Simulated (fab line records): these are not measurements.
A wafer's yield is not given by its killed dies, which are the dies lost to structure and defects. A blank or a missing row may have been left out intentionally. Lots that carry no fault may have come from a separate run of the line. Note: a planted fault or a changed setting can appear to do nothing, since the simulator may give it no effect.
Matching of chambers || flow nand_harc || NHARC_A_STAIRCASE_CMP_472 on cmp-03: 4 sister chambers
The step polishes SiO2. 20 wafers are shown with their chamber, then 10 later ones without.

## EACH WAFER AND ITS CHAMBER
{"wafer": "L074.2", "chamber": 0, "motor_current_A (A)": 12.5}
{"wafer": "L074.3", "chamber": 3, "motor_current_A (A)": 13.0}
{"wafer": "L074.6", "chamber": 1, "motor_current_A (A)": 12.9}
{"wafer": "L079.3", "chamber": 1, "motor_current_A (A)": 13.3}
{"wafer": "L079.5", "chamber": 0, "motor_current_A (A)": 12.1}
{"wafer": "L079.6", "chamber": 1, "motor_current_A (A)": 13.7}
{"wafer": "L080.1", "chamber": 3, "motor_current_A (A)": 12.6}
{"wafer": "L080.2", "chamber": 1, "motor_current_A (A)": 14.2}
{"wafer": "L080.4", "chamber": 2, "motor_current_A (A)": 12.1}
{"wafer": "L082.2", "chamber": 0, "motor_current_A (A)": 12.5}
{"wafer": "L082.4", "chamber": 2, "motor_current_A (A)": 11.3}
{"wafer": "L082.6", "chamber": 0, "motor_current_A (A)": 12.6}
{"wafer": "L086.2", "chamber": 0, "motor_current_A (A)": 12.5}
{"wafer": "L086.5", "chamber": 0, "motor_current_A (A)": 12.2}
{"wafer": "L086.6", "chamber": 3, "motor_current_A (A)": 13.7}
{"wafer": "L088.1", "chamber": 1, "motor_current_A (A)": 14.2}
{"wafer": "L088.4", "chamber": 3, "motor_current_A (A)": 12.1}
{"wafer": "L088.6", "chamber": 3, "motor_current_A (A)": 13.0}
{"wafer": "L093.1", "chamber": 3, "motor_current_A (A)": 12.9}
{"wafer": "L093.2", "chamber": 0, "motor_current_A (A)": 12.0}

SIGNATURES (averages over the wafers above)
{"reading": "motor_current_A", "chamber 0": 12.343, "chamber 1": 13.660, "chamber 2": 11.700, "chamber 3": 12.883, "scatter within a chamber": 0.457}
Rule: a wafer lies at a distance from a chamber equal to the root of the sum of squares, over the readings, of (its reading less the chamber's mean, divided by the reading's scatter). The wafer belongs to the nearest chamber; if the next one is less than 2 further off, it can't be placed. The scatter: the root of (the sum of the squares of (reading less its chamber's mean) over the shown wafers, divided by (wafers less chambers)).

## WAFERS WHOSE CHAMBER IS MISSING
{"wafer": "L093.6", "motor_current_A (A)": 12.1}
{"wafer": "L094.1", "motor_current_A (A)": 11.7}
{"wafer": "L094.2", "motor_current_A (A)": 12.7}
{"wafer": "L094.6", "motor_current_A (A)": 11.8}
{"wafer": "L095.2", "motor_current_A (A)": 12.9}
{"wafer": "L095.4", "motor_current_A (A)": 11.2}
{"wafer": "L095.5", "motor_current_A (A)": 11.7}
{"wafer": "L097.1", "motor_current_A (A)": 11.5}
{"wafer": "L097.3", "motor_current_A (A)": 12.3}
{"wafer": "L097.6", "motor_current_A (A)": 11.4}

## CHAMBER TAKEN BY EACH
{"wafer": "L093.6", "from the rows above": "can't be placed: 0 or 2 or 3", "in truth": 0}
{"wafer": "L094.1", "from the rows above": "can't be placed: 2 or 0", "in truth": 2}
{"wafer": "L094.2", "from the rows above": "can't be placed: 3 or 0 or 1 or 2", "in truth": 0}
{"wafer": "L094.6", "from the rows above": "can't be placed: 2 or 0", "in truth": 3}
{"wafer": "L095.2", "from the rows above": "can't be placed: 3 or 0 or 1", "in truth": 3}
{"wafer": "L095.4", "from the rows above": "can't be placed: 2 or 0", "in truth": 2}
{"wafer": "L095.5", "from the rows above": "can't be placed: 2 or 0", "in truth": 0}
{"wafer": "L097.1", "from the rows above": "can't be placed: 2 or 0", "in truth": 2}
{"wafer": "L097.3", "from the rows above": "can't be placed: 0 or 3 or 2", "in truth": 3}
{"wafer": "L097.6", "from the rows above": "can't be placed: 2 or 0", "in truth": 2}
Correct placement for 0 of the 10. These rows do not allow placing 10 (true chamber among the candidates in 9). Placed wrongly: 0.
